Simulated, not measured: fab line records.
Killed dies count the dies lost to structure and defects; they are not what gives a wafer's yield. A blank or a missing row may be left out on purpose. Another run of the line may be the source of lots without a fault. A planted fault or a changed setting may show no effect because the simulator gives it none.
Comparing a struck lot with a sound one | flow nand harc | 13 out of 1302 route steps
Sound: the wafers L367.1, L367.3, L367.5. Struck: wafers L373.3, L373.6. (L373.1 of the same lot was not struck and is left out.) The cause comes at the end.
At each step with rows: each side's tool, then ch and its chambers, then its first start. Under that, the readings that differ: sound wafers | struck wafers | difference of the means | sigmas: that difference in standard deviations of wafers without a fault.
alike: a reading whose means differ by less than 2 such deviations, as well as words and numbers matching on both sides. not compared: withheld readings; readings where some wafer has no value; bounds like >300 that might hide an equal value; numbers whose values overlap and for which the record gives no deviation.
Wherever a step has rows on one side only, a row that says differs or no value, or a row with sigmas, the two part there. Numbers that don't overlap but have no deviation are shown without sigmas and don't part them. A reading missing from all wafers of one side parts the sides only when that side holds two or more wafers.

first, 1 step without rows for these wafers: NHARC_A_SLIT_SRD_20.
NHARC_A_SLIT_CD_MEAS_21:
  sound on cd sem-03 at day 22 02:15; struck on cd sem-03 at day 24 16:10
  alike: cd nm
then, 3 steps without rows for these wafers: NHARC_A_SIN_REMOVE_WET_00 (chemistry H3PO4, time 15300 s); NHARC_A_SIN_REMOVE_PRECLEAN_01 (cleans in SC1); NHARC_A_SIN_REMOVE_SRD_02.
NHARC_A_SIN_REMOVE_INSPECT_04:
  sound on defect inspect-02 at day 22 08:53; struck on defect inspect-01 at day 24 21:51
  alike: raw defect count
NHARC_A_WL_FILL_ALD_00: deposits Al2O3, target thk 3 nm, pulse time 3 s, ald cycles 30.
  sound on ald hk-04 ch 1,3, day 22 08:57; struck on ald hk-04 ch 0, day 24 22:05
  alike: heater power w, precursor pulse height rel
NHARC_A_WL_FILL_RTA_01: time 5 s.
  sound on rtp anneal-01 ch 0, day 22 09:13; struck on rtp anneal-01 ch 0, day 24 22:21
  alike: lamp power pct, wafer_temp_C_max
NHARC_A_WL_FILL_ALD_02: deposits TiN, target thk 2 nm, pulse time 3 s, ald cycles 100.
  sound on ald metal-04 ch 1,2,3, day 22 09:26; struck on ald metal-04 ch 0,1, day 24 22:34
  alike: heater power w, precursor pulse height rel
NHARC_A_WL_FILL_CVD_03: deposits W, target thk 40 nm, time 279 s.
  sound on cvd w-02 ch 0,1, day 22 09:52; struck on cvd w-02 ch 0,1, day 24 23:00
  alike: heater power w, mfc h2 sccm, throttle valve pct
NHARC_A_WL_FILL_ETCHBACK_04: etches the open film in NF3, target depth 60 nm, time 120 s.
  sound on rie metal-03 ch 1, day 22 10:14; struck on rie metal-03 ch 0, day 24 23:23
  reading          | sound             | struck    | difference | sigmas
  run length s (s) | 141.4 141.2 141.0 | 93.2 92.8 | -48.2      | -99 or more
  alike: drypump motor current A, oes product au
  not compared: rf hours counter h
NHARC_A_WL_FILL_ETCHBACK_05: etches the open film in Cl2/BCl3, target depth 22 nm, time 60 s.
  sound on rie metal-03 ch 0,1, day 22 10:30; struck on rie metal-03 ch 0,1, day 24 23:37
  alike: drypump motor current A, oes product au, run length s
  not compared: rf hours counter h
-- break in the record here, with 4 days between the starts of the struck wafers on either side (left off in module A_WL_FILL, picked up again in module END, where the first step shown is number 1302 on the route) --
NHARC_END_SORT_01:
  sound on prober-02 ch 0, day 26 15:44; struck on prober-02 ch 0, day 28 23:11
  reading         | sound    | struck                                            | difference                   | sigmas
  hold            | - - -    | await dispo/2.1h/release await dispo/2.1h/release | no value on the sound wafers |
  killed at array | 27 26 22 | 676 675                                           | +650                         | +24
  killed dies     | 32 29 23 | 677 677                                           | +649                         | +23
  alike: killed at other, killed at periphery, killed open, killed short

WHERE THEY PART
Earliest at NHARC_A_WL_FILL_ETCHBACK_04; latest, in this record, at NHARC_END_SORT_01.

WHY: what had been put in by the simulator
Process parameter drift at NHARC_A_WL_FILL_ETCHBACK_04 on rie metal-03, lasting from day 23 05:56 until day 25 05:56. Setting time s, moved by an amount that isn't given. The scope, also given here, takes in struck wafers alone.
